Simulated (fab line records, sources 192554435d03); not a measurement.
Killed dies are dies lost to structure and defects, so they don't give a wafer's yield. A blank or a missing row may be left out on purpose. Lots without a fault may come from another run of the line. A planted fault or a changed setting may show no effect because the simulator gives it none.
fab line records | flow n5_finfet
record lots=5 wafers=14 last_day=17
route steps=1938 shown ZERO_LAYER@13 WELL_APT@20 BEOL_M4@1111
lots that met no fault: from a run of the same line without faults
start_h: hours from the record's first day to the start of the lot's first wafer shown | wait_h: hours since the lot's step before | " the same as in the row above | L1.1+2: a row that stands for several wafers | - no value, or no start given | * or withheld: withheld | < > ~ a bound
route shown NAME@n: a module of which the file shows steps, and the number in the route of the first | usual: mean/standard deviation of fault-free wafers | same: alike in all rows | chamber/n: place in a boat | sites: the reading at each site | _std_site: their standard deviation | _edge_site: outer sites' mean less inner sites' | radius_mm: how far each site lies from the wafer's centre | mask NAME#n: copy n | behind: the tool/chamber that last shaped the wafer | hold: why the lot was held/for how many hours/how that ended | device: the transistor (n, p or np) that didn't switch | end of line: the same wafers' tests at the end of the route | a step without rows: its recipe alone | killed: dies lost to structure and defects at the first sort, not the wafer's yield | map: a wafer's dies, x killed, . not, _ none there
set.NAME: the setting as run; set.NAME@STEP: as run at that earlier step | model.NAME: the simulator's own value behind a step, which no gauge read
lots at some steps of the route; a table a step, a row a wafer
services: from which hour (start_h, from the record's first day; less than 0 if before it) a tool's chamber was out of use, for how many hours, and why
## steps
# step N5_ZERO_LAYER_CD_MEAS_11
# recipe target_cd_nm=2000 landing_energy_ev=500 detector=se_inlens
# usual cd_nm=2000.2/1.5
# columns lot.wafer tool chamber start_h wait_h cd_nm
L118.1 cd_sem-01 0 30.64 - 2001.8
L118.3 " 0 " " 2002.1
L118.6 " 0 " " 2002.3
L122.3 cd_sem-02 0 54.64 - 2001.6
L122.4 " 0 " " 2001.2
L132.3 cd_sem-02 0 114.65 - 1999.8
L132.5 " 0 " " 2000.2
L132.6 " 0 " " 2002.0
L133.3 cd_sem-01 0 120.65 - 1998.9
L133.4 " 0 " " 1999.3
L133.5 " 0 " " 1999.1
L134.2 cd_sem-01 0 126.77 - 1998.4
L134.4 " 0 " " 1996.6
L134.5 " 0 " " 2000.6
# step N5_ZERO_LAYER_DESCUM_16
# recipe chemistry=O2 time_s=7.9 source_power_w=50 bias_power_w=20 pressure_mtorr=20 rf_frequency_hz=2.712e+07 temp_c=40 o2_flow_sccm=225
# usual drypump_motor_current_A=5.9/0.41 o2_flow_sccm=225.0/0.69 oes_product_au=0.80/0.075 rf_vpp_V=243.6/1.2 showerhead_plenum_p_Torr=2.13/0.059 throttle_valve_pct=20.41/0.12
# columns lot.wafer tool chamber start_h wait_h drypump_motor_current_A o2_flow_sccm oes_product_au rf_hours_counter_h rf_vpp_V showerhead_plenum_p_Torr throttle_valve_pct
L118.1 rie_diel-05 2 30.68 0.0 5.7 224.8 0.76 155 244.6 2.18 20.58
L118.3 " 1 " " 5.8 224.1 0.77 124 244.6 2.19 20.44
L118.6 " 1 " " 5.8 224.9 0.76 - 243.0 2.19 20.43
L122.3 rie_diel-04 0 54.68 0.0 5.5 225.4 0.91 23 245.5 2.24 20.22
L122.4 " 3 " " 6.4 224.8 0.74 140 242.5 2.10 20.38
L132.3 rie_diel-03 3 114.68 0.0 5.6 225.3 0.72 186 243.6 2.08 20.50
L132.5 " 0 " " 6.3 225.4 0.74 - 243.0 2.07 20.40
L132.6 " 3 " " 5.6 225.1 0.72 - 242.7 2.08 20.49
L133.3 rie_diel-03 0 120.73 0.1 6.4 225.7 0.74 185 242.2 2.07 20.37
L133.4 " 0 " " 6.4 224.8 0.74 - 242.1 2.07 20.38
L133.5 " 1 " " 6.0 224.5 0.92 - 241.6 2.06 20.31
L134.2 rie_diel-03 1 127.05 0.3 6.0 225.0 0.91 20 242.7 2.06 20.31
L134.4 " 1 " " 6.0 225.5 0.91 - 241.6 2.06 20.29
L134.5 " 0 " " 6.4 225.0 0.74 - 242.1 2.07 20.39
# step N5_ZERO_LAYER_ETCH_17
# recipe chemistry=CF4 target=SiO2 target_depth_a=120 time_s=13.3 ion_energy_ev=350 pressure_mtorr=40 source_w=450 bias_w=215 Ar_flow_sccm=100 cf4_flow_sccm=100
# usual drypump_motor_current_A=5.9/0.41 oes_product_au=0.80/0.076 rf_vpp_V=951/3.6 showerhead_plenum_p_Torr=2.17/0.056 throttle_valve_pct=15.62/0.15
# columns lot.wafer tool chamber start_h wait_h drypump_motor_current_A oes_product_au rf_hours_counter_h rf_vpp_V showerhead_plenum_p_Torr throttle_valve_pct
L118.1 rie_diel-05 2 30.72 0.0 5.6 0.76 155 955 2.22 15.83
L118.3 " 1 " " 5.8 0.78 124 956 2.24 15.64
L118.6 " 1 " " 5.8 0.77 - 955 2.24 15.65
L122.3 rie_diel-04 0 54.71 0.0 5.5 0.91 23 958 2.27 15.34
L122.4 " 3 " " 6.5 0.73 140 949 2.14 15.55
L132.3 rie_diel-03 3 114.72 0.0 5.6 0.71 186 947 2.13 15.75
L132.5 " 0 " " 6.4 0.75 - 948 2.13 15.68
L132.6 " 3 " " 5.6 0.71 - 947 2.13 15.74
L133.3 rie_diel-03 0 120.76 0.0 6.3 0.75 185 948 2.13 15.69
L133.4 " 0 " " 6.4 0.76 - 947 2.13 15.70
L133.5 " 1 " " 6.0 0.93 - 945 2.10 15.42
L134.2 rie_diel-03 1 127.09 0.0 5.9 0.91 20 946 2.10 15.41
L134.4 " 1 " " 6.0 0.92 - 946 2.10 15.41
L134.5 " 0 " " 6.4 0.75 - 948 2.13 15.70
# step N5_ZERO_LAYER_ETCH_18
# recipe chemistry=HBr/Cl2 target=Si target_depth_a=1200 time_s=40 pressure_mtorr=10 icp_w=800 bias_w=75 HBr_flow_sccm=150 Cl2_flow_sccm=80
# usual drypump_motor_current_A=5.8/0.42 oes_product_au=0.999/0.02 throttle_valve_pct=36.39/0.22
# columns lot.wafer tool chamber start_h wait_h drypump_motor_current_A oes_product_au rf_hours_counter_h throttle_valve_pct
L118.1 rie_si-06 0 30.79 0.0 6.6 0.994 128 36.43
L118.3 " 2 " " 5.4 0.983 4 36.13
L118.6 " 1 " " 5.9 1.024 - 35.93
L122.3 rie_si-01 1 54.79 0.0 5.2 0.976 34 36.13
L122.4 " 3 " " 6.0 1.001 84 36.54
L132.3 rie_si-03 2 114.79 0.0 5.9 1.001 21 36.35
L132.5 " 1 " " 6.1 1.034 - 36.52
L132.6 " 2 " " 5.9 1.006 - 36.34
L133.3 rie_si-03 1 120.83 0.0 6.1 1.035 67 36.51
L133.4 " 0 " " 6.3 0.987 108 36.59
L133.5 " 3 " " 5.2 1.002 - 36.34
L134.2 rie_si-03 2 127.16 0.0 5.9 0.997 22 36.35
L134.4 " 2 " " 5.9 1.000 - 36.35
L134.5 " 1 " " 6.1 1.026 - 36.52
# step N5_ZERO_LAYER_STRIP_24
# recipe chemistry=O2 power_w=1000 temp_c=250 overash_fraction=0.3 pressure_mtorr=1000 o2_flow_sccm=6750
# usual drypump_motor_current_A=5.8/0.47 heater_power_w=338/37 o2_flow_sccm=6755/19 oes_product_au=0.647/0.0048 strip_time_to_endpoint_s=43.91/0.068
# columns lot.wafer tool chamber start_h wait_h drypump_motor_current_A heater_power_w o2_flow_sccm oes_product_au rf_hours_counter_h strip_time_to_endpoint_s
L118.1 plasma_asher-02 0 30.89 0.1 6.2 300 6771 0.640 74 43.89
L118.3 " 0 " " 6.2 296 6738 0.643 - 43.78
L118.6 " 0 " " 6.2 288 6773 0.647 - 43.93
L122.3 plasma_asher-02 1 54.91 0.1 5.4 325 6760 0.645 - 43.89
L122.4 " 0 " " 6.2 294 6779 0.650 - 43.89
L132.3 plasma_asher-01 0 114.92 0.1 5.3 407 6742 0.661 - 43.94
L132.5 " 0 " " 5.3 394 6765 0.650 - 43.92
L132.6 " 1 " " 6.4 329 6748 0.650 - 43.83
L133.3 plasma_asher-01 1 120.96 0.1 6.4 325 6768 0.652 - 44.01
L133.4 " 0 " " 5.3 403 6745 0.650 - 43.94
L133.5 " 0 " " 5.4 397 6731 0.644 - 43.88
L134.2 plasma_asher-02 1 127.26 0.1 5.4 326 6778 0.646 91 43.82
L134.4 " 0 " " 6.2 297 6766 0.647 - 43.87
L134.5 " 1 " " 5.4 327 6744 0.651 - 43.95
# step N5_ZERO_LAYER_STRIP_19
# recipe chemistry=SPM time_s=900 temp_c=130 h2so4_h2o2_vol_ratio=4 dry=ipa_marangoni
# step N5_ZERO_LAYER_INSPECT_20
# recipe inspect_instrument=darkfield mode=post_clean
# usual raw_defect_count=32/15
# columns lot.wafer tool chamber start_h wait_h raw_defect_count
L118.1 defect_inspect-02 - 31.25 0.0 18
L118.3 " - " " 11
L118.6 " - " " 27
L122.3 defect_inspect-02 - 55.25 0.0 50
L122.4 " - " " 15
L132.3 defect_inspect-01 - 115.26 0.0 63
L132.5 " - " " 29
L132.6 " - " " 37
L133.3 defect_inspect-02 - 121.30 0.0 54
L133.4 " - " " 91
L133.5 " - " " 72
L134.2 defect_inspect-01 - 127.63 0.0 18
L134.4 " - " " 20
L134.5 " - " " 44
# step N5_WELL_APT_HMDS_01
# recipe time_s=60 temp_c=120
# step N5_WELL_APT_COAT_02
# recipe spin_rpm=1357 resist_thk_nm=950
# step N5_WELL_APT_EBR_04
# recipe solvent=PGMEA ebr_width_mm=1.5
# step N5_WELL_APT_SOFTBAKE_03
# recipe temp_c=130 time_s=60
# step N5_WELL_APT_EXPOSE_05
# recipe mask_id=NWELL na=0.8 source_shape=conventional sigma_outer=0.8 polarization=unpolarized defocus_nm=0 target_cd_nm=200 dose_mj=20.3
# step N5_WELL_APT_PEB_06
# recipe peb_temp_c=130 peb_time_s=90
# usual chill_plate_temp_C=23.00/0.1 heater_power_total_W=172.4/0.85
# columns lot.wafer tool chamber start_h wait_h chill_plate_temp_C heater_power_total_W
L118.1 litho_track-05 0 31.44 0.1 23.01 173.2
L118.3 " 0 " " 23.00 172.1
L118.6 " 0 " " 22.92 172.5
L122.3 litho_track-05 0 55.57 0.0 22.96 183.4
L122.4 " 0 " " 23.00 182.1
L132.3 litho_track-02 0 115.57 0.0 22.95 173.8
L132.5 " 0 " " 22.94 171.7
L132.6 " 0 " " 22.95 173.3
L133.3 litho_track-01 0 121.62 0.0 22.98 172.8
L133.4 " 0 " " 23.06 171.2
L133.5 " 0 " " 23.10 173.1
L134.2 litho_track-05 0 127.94 0.0 23.07 171.7
L134.4 " 0 " " 22.89 173.5
L134.5 " 0 " " 22.91 172.1
# step N5_WELL_APT_DEVELOP_07
# recipe develop_time_s=45 rinse_liquid=surfactant_rinse dry=air_spin dev_temp_c=21
# step N5_WELL_APT_HARDBAKE_12
# recipe temp_c=130 time_s=120
# step N5_WELL_APT_CD_MEAS_08
# recipe target_cd_nm=200 landing_energy_ev=500 detector=se_inlens
# usual cd_nm=199.9/1.2
# columns lot.wafer tool chamber start_h wait_h cd_nm
L118.1 cd_sem-03 0 31.56 - 201.3
L118.3 " 0 " " 201.6
L118.6 " 0 " " 199.9
L122.3 cd_sem-03 0 55.68 - 194.3
L122.4 " 0 " " 193.9
L132.3 cd_sem-01 0 115.69 - 201.4
L132.5 " 0 " " 200.8
L132.6 " 0 " " 200.9
L133.3 cd_sem-03 0 121.74 - 198.3
L133.4 " 0 " " 200.0
L133.5 " 0 " " 198.3
L134.2 cd_sem-02 0 128.06 - 201.1
L134.4 " 0 " " 200.1
L134.5 " 0 " " 200.4
# step N5_WELL_APT_OVL_MEAS_09
# recipe points_per_wafer=44
# usual NWELL_OVL=2/5.4
# columns lot.wafer tool chamber start_h wait_h NWELL_OVL[nm]
L118.1 overlay-01 0 31.59 0.0 -2
L118.3 " 0 " " -1
L118.6 " 0 " " 10
L122.3 overlay-02 0 55.71 0.0 -7
L122.4 " 0 " " -2
L132.3 overlay-02 0 115.72 0.0 10
L132.5 " 0 " " 3
L132.6 " 0 " " -1
L133.3 overlay-01 0 121.77 0.0 -4
L133.4 " 0 " " 11
L133.5 " 0 " " -5
L134.2 overlay-02 0 128.09 0.0 -2
L134.4 " 0 " " -1
L134.5 " 0 " " 3
# step N5_WELL_APT_INSPECT_10
# recipe mode=adi inspect_instrument=macro
# usual raw_defect_count=2.0/1.3
# columns lot.wafer tool chamber start_h wait_h raw_defect_count
L118.1 defect_inspect-02 - 31.61 0.0 1
L118.3 " - " " 3
L118.6 " - " " 5
L122.3 defect_inspect-01 - 55.74 0.0 1
L122.4 " - " " 5
L132.3 defect_inspect-01 - 115.74 0.0 0
L132.5 " - " " 2
L132.6 " - " " 1
L133.3 defect_inspect-01 - 121.79 0.0 1
L133.4 " - " " 3
L133.5 " - " " 3
L134.2 defect_inspect-01 - 128.11 0.0 2
L134.4 " - " " 1
L134.5 " - " " 2
# step N5_WELL_APT_DESCUM_13
# recipe chemistry=O2 time_s=7.9 source_power_w=50 bias_power_w=20 pressure_mtorr=20 rf_frequency_hz=2.712e+07 temp_c=40 o2_flow_sccm=225
# usual drypump_motor_current_A=5.7/0.38 o2_flow_sccm=225.1/0.73 oes_product_au=0.76/0.1 rf_vpp_V=243.0/1.1 showerhead_plenum_p_Torr=2.08/0.054 throttle_valve_pct=20.43/0.27
# columns lot.wafer tool chamber start_h wait_h drypump_motor_current_A o2_flow_sccm oes_product_au rf_hours_counter_h rf_vpp_V showerhead_plenum_p_Torr throttle_valve_pct model.WELL_APT.cd_nm
L118.1 rie_diel-01 1 31.65 0.0 5.5 225.6 0.73 167 243.7 2.10 20.84 201.3
L118.3 " 3 " " 6.4 224.1 0.70 221 243.0 2.07 20.44 201.5
L118.6 " 3 " " 6.4 225.4 0.71 - 243.3 2.07 20.44 200
L122.3 rie_diel-01 0 55.80 0.1 5.2 223.7 0.67 228 242.1 2.06 20.63 194.5
L122.4 " 3 " " 6.4 225.3 0.70 230 243.8 2.06 20.45 194.1
L132.3 rie_diel-01 1 115.77 0.0 5.5 224.2 0.71 198 244.2 2.09 20.91 201
L132.5 " 2 " " 5.7 225.1 0.91 - 244.1 2.06 20.01 200.6
L132.6 " 1 " " 5.5 225.7 0.71 - 242.1 2.09 20.89 200.8
L133.3 rie_diel-01 2 122.21 0.4 5.8 224.6 0.90 29 242.6 2.06 20.02 198.6
L133.4 " 1 " " 5.5 225.1 0.70 - 242.8 2.09 20.90 200.2
L133.5 " 2 " " 5.7 226.3 0.91 - 242.2 2.06 20.01 198.3
L134.2 rie_diel-06 1 128.20 0.1 5.6 226.4 0.74 162 244.3 2.09 20.27 201.2
L134.4 " 3 " " 6.2 225.1 0.69 - 241.3 1.99 20.50 200
L134.5 " 0 " " 5.3 225.6 0.86 - 243.3 2.23 20.32 200.3
# step N5_WELL_APT_IMPLANT_14
# recipe species=P energy_kev=160 dose_cm2=1.5e+13 tilt_deg=0 rotation_deg=0
# step N5_BEOL_M4_RC_MEAS_101
# usual DIBL_N=36.1/1.3 DIBL_P=36.1/1.7 IOFF_N=0.154/0.022 IOFF_P=0.201/0.024 ION_N=675/8.9 ION_P=462/5.9 SS_N=71.5/0.49 SS_P=73.3/0.58 VT_N=250.0/2.7 VT_P=-251.3/2.7
# columns lot.wafer tool chamber start_h wait_h DIBL_N[mV/V] DIBL_P[mV/V] IOFF_N[nA/um] IOFF_P[nA/um] ION_N[uA/um] ION_P[uA/um] SS_N[mV/dec] SS_P[mV/dec] VT_N[mV] VT_P[mV]
L118.1 prober-02 0 189.12 0.0 39.8 39.6 0.225 0.269 701 472 71.8 74.1 244.5 -248.1
L118.3 " 0 " " 36.3 35.8 0.148 0.202 683 466 71.1 72.7 251.8 -251.0
L118.6 " 0 " " 36.0 35.2 0.142 0.191 670 461 71.0 73.5 251.2 -250.9
L122.3 prober-02 0 213.20 0.3 34.1 32.0 0.123 0.167 670 457 70.9 72.1 253.0 -252.4
L122.4 " 0 " " 36.1 33.3 0.144 0.180 671 456 72.4 73.1 250.6 -253.8
L133.3 prober-02 0 285.03 0.3 39.7 40.7 0.211 0.239 682 457 72.7 73.8 248.6 -251.5
L133.4 " 0 " " 35.6 35.6 0.132 0.168 666 454 71.4 73.0 256.1 -257.8
L133.5 " 0 " " 36.4 36.8 0.145 0.187 666 455 71.5 73.2 252.7 -253.4
L132.3 prober-02 0 288.12 0.3 34.6 34.8 0.126 0.186 664 462 70.6 72.4 253.7 -249.7
L132.5 " 0 " " 35.8 36.2 0.148 0.204 667 465 71.1 73.4 251.6 -249.1
L132.6 " 0 " " 37.4 38.8 0.182 0.242 688 468 71.3 73.9 248.0 -248.0
L134.2 prober-01 0 289.66 0.2 35.2 35.1 0.146 0.190 680 466 71.9 72.8 250.5 -249.6
L134.4 " 0 " " 36.0 36.3 0.148 0.196 670 463 72.3 72.7 251.4 -250.8
L134.5 " 0 " " 33.6 32.6 0.116 0.158 660 457 71.6 71.7 255.8 -252.9
## services
# columns tool chamber start_h hours kind
rie_diel-01 1 8.24 6.1 repair
rie_diel-01 2 19.66 - clean
rie_diel-01 2 19.66 - consumable_replace:focus_ring
rie_diel-01 2 19.66 20.3 scheduled_down
rie_diel-01 2 19.66 20.3 vent_cycle
rie_si-01 1 41.51 7.9 repair
plasma_asher-02 - 59.06 3.3 repair
rie_diel-03 1 60.76 - clean
rie_diel-03 1 60.76 - consumable_replace:focus_ring
rie_diel-03 1 60.76 13.9 scheduled_down
rie_diel-03 1 60.76 13.9 vent_cycle
rie_diel-03 2 79.31 3.5 repair
rie_si-06 2 83.81 8.7 repair
rie_diel-03 - 87.04 0.8 repair
rie_diel-04 3 95.97 9.2 repair
rie_diel-03 2 97.05 64.8 repair
rie_si-03 0 111.40 7.7 repair
rie_diel-06 2 112.37 4.9 repair
rie_diel-01 3 112.40 - clean
rie_diel-01 3 112.40 - consumable_replace:focus_ring
rie_diel-01 0 119.86 2.2 repair
plasma_asher-02 - 120.39 0.9 repair
rie_si-06 - 122.79 0.4 repair
rie_si-03 3 124.96 6.3 repair
## key
first_sign step=N5_WELL_APT_PEB_06 reading=heater_power_total_W direction=up sigmas=12 usual=* struck=*
effect step=N5_WELL_APT_CD_MEAS_08 reading=cd_nm direction=down sigmas=5 usual=199.9 struck=194.1
model_effect step=N5_WELL_APT_DESCUM_13 value=WELL_APT.cd_nm without=198.1 struck=194.3
met_at N5_WELL_APT_PEB_06
struck_wafers L122.3,L122.4
onset_between 31.44 55.57
fault kind=process_parameter_drift tool=litho_track-05 chamber=- onset_h=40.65 steps=N5_WELL_APT_PEB_06 channel=peb_time_s offset=* shape=step end_h=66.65 scope=struck_wafers_only acts_in=* stated=*
